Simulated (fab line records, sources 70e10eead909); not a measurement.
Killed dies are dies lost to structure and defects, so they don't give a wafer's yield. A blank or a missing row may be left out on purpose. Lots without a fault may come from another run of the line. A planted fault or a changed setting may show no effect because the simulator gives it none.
A struck lot beside a sound one | flow nand_harc | 15 steps out of a route of 1302
Sound: wafers L466.1, L466.2, L466.5. Struck: wafers L476.1, L476.4, L476.6. The cause comes at the end.
At each step with rows: each side's tool, then ch and its chambers, then its first start. Under that, the readings that differ: sound wafers | struck wafers | difference of the means | sigmas: that difference in standard deviations of wafers without a fault.
alike: readings whose means differ by less than 2 such deviations, and words and numbers that are the same on both sides. not compared: withheld readings, readings that some wafer has no value for, bounds like >300 that may hide the same value, and numbers for which the record gives no deviation and whose values overlap.
The two part at a step that has a row with sigmas, a row that says differs or no value, or rows on one side only. Numbers that don't overlap but have no deviation are shown without sigmas and don't part them. A reading that every wafer of one side lacks parts them only if that side has two wafers or more.

NHARC_P_M1_OVL_MEAS_10: pitch 260 nm.
  sound on overlay-01, day 7 15:56; struck on overlay-02, day 12 05:31
  alike: overlay_x_nm, overlay_y_nm
NHARC_P_M1_INSPECT_11:
  sound on defect_inspect-02, day 7 15:59; struck on defect_inspect-02, day 12 05:33
  alike: raw_defect_count
then, 1 step without rows for these wafers: NHARC_P_M1_DESCUM_14 (chemistry O2, time 3 s).
NHARC_P_M1_ETCH_35: etches the open film in N2/H2, target depth 40 nm, overetch 12 nm, time 43.94 s.
  sound on rie_diel-10 ch 1,3, day 7 16:08; struck on rie_diel-02 ch 0,2, day 12 05:42
  reading                     | sound          | struck         | difference | sigmas
  drypump_motor_current_A (A) | 5.34 5.72 5.34 | 6.61 5.93 5.93 | +0.69      | +3
  alike: oes_product_au, rf_fwd_power_W, rf_vpp_V, showerhead_plenum_p_Torr, throttle_valve_pct
  not compared: rf_hours_counter_h
NHARC_P_M1_ETCH_15: etches the open film in C4F8/Ar, target depth 182.5 nm, time 91.2 s.
  sound on rie_diel-10 ch 0,1,2; struck on rie_diel-02 ch 0,2
  alike: oes_product_au, rf_fwd_power_W, rf_vpp_V
  not compared: rf_hours_counter_h
NHARC_P_M1_CD_MEAS_16:
  sound on cd_sem-03, day 7 16:21; struck on cd_sem-03, day 12 05:59
  alike: cd_nm
NHARC_P_M1_STRIP_18: strips in N2/H2.
  sound on rie_diel-06 ch 0,2,3, day 7 16:25; struck on rie_diel-02 ch 0,3, day 12 06:06
  alike: drypump_motor_current_A, oes_product_au, rf_fwd_power_W, rf_vpp_V, showerhead_plenum_p_Torr, throttle_valve_pct
  not compared: rf_hours_counter_h
NHARC_P_M1_ETCH_28: etches the open film in CF4/N2, target depth 30 nm, time 72.99 s.
  sound on rie_diel-06 ch 0,1,2; struck on rie_diel-02 ch 0,2,3
  reading                     | sound       | struck      | difference | sigmas
  drypump_motor_current_A (A) | 5.4 5.3 5.6 | 6.6 5.8 5.9 | +0.7       | +2
  alike: oes_product_au, rf_fwd_power_W, rf_vpp_V, showerhead_plenum_p_Torr, throttle_valve_pct
  not compared: rf_hours_counter_h
then, 3 steps without rows for these wafers: NHARC_P_M1_STRIP_19 (strips in post etch residue remover, time 600 s); NHARC_P_M1_DEGAS_29 (time 60 s); NHARC_P_M1_PRE_CLEAN_30 (time 30 s).
NHARC_P_M1_PVD_20: deposits TaN, target thk 5 nm, time 8.06 s.
  sound on pvd_sputter-01; struck on pvd_sputter-02
  alike: bias_v, cathode_dc_power_W, throttle_valve_pct
NHARC_P_M1_PVD_21: deposits Cu, target thk 30 nm, time 20.49 s.
  sound on pvd_sputter-01, day 7 17:17; struck on pvd_sputter-02, day 12 06:56
  no value came back on the struck wafers for cathode_dc_power_W (W), chamber_pressure_pa (Pa), throttle_valve_pct (%); on the sound wafers cathode_dc_power_W (W) reads 5000.2 4999.1 4999.4
then, 1 step without rows for these wafers: NHARC_P_M1_ECD_22 (material Cu, target thk 400 nm).
-- the record jumps here: 18 days lie between the struck wafers' starts before and after (it left off in module P_M1 and takes up again in module END, whose first step shown is number 1302 of the route) --
NHARC_END_SORT_01:
  sound on prober-01 ch 0, day 26 05:55; struck on prober-02 ch 0, day 30 11:09
  reading                  | sound          | struck                                                               | difference                   | sigmas
  hold                     | - - -          | await_dispo/8.3h/scrap await_dispo/8.3h/scrap await_dispo/8.3h/scrap | no value on the sound wafers |
  defect_limited_yield (%) | 88.6 87.6 87.6 | 0 0 0                                                                | -88                          | -33
  killed_at_array          | 77 82 80       | 32 48 37                                                             | -41                          | -2
  killed_at_periphery      | 0 2 4          | 645 627 638                                                          | +635                         | +99 or more
  killed_dies              | 77 84 84       | 677 677 677                                                          | +595                         | +31
  alike: killed_at_other, killed_open, killed_short

WHERE THEY PART
First at NHARC_P_M1_ETCH_35; last, within this record, at NHARC_END_SORT_01.

WHY: what the simulator had put in
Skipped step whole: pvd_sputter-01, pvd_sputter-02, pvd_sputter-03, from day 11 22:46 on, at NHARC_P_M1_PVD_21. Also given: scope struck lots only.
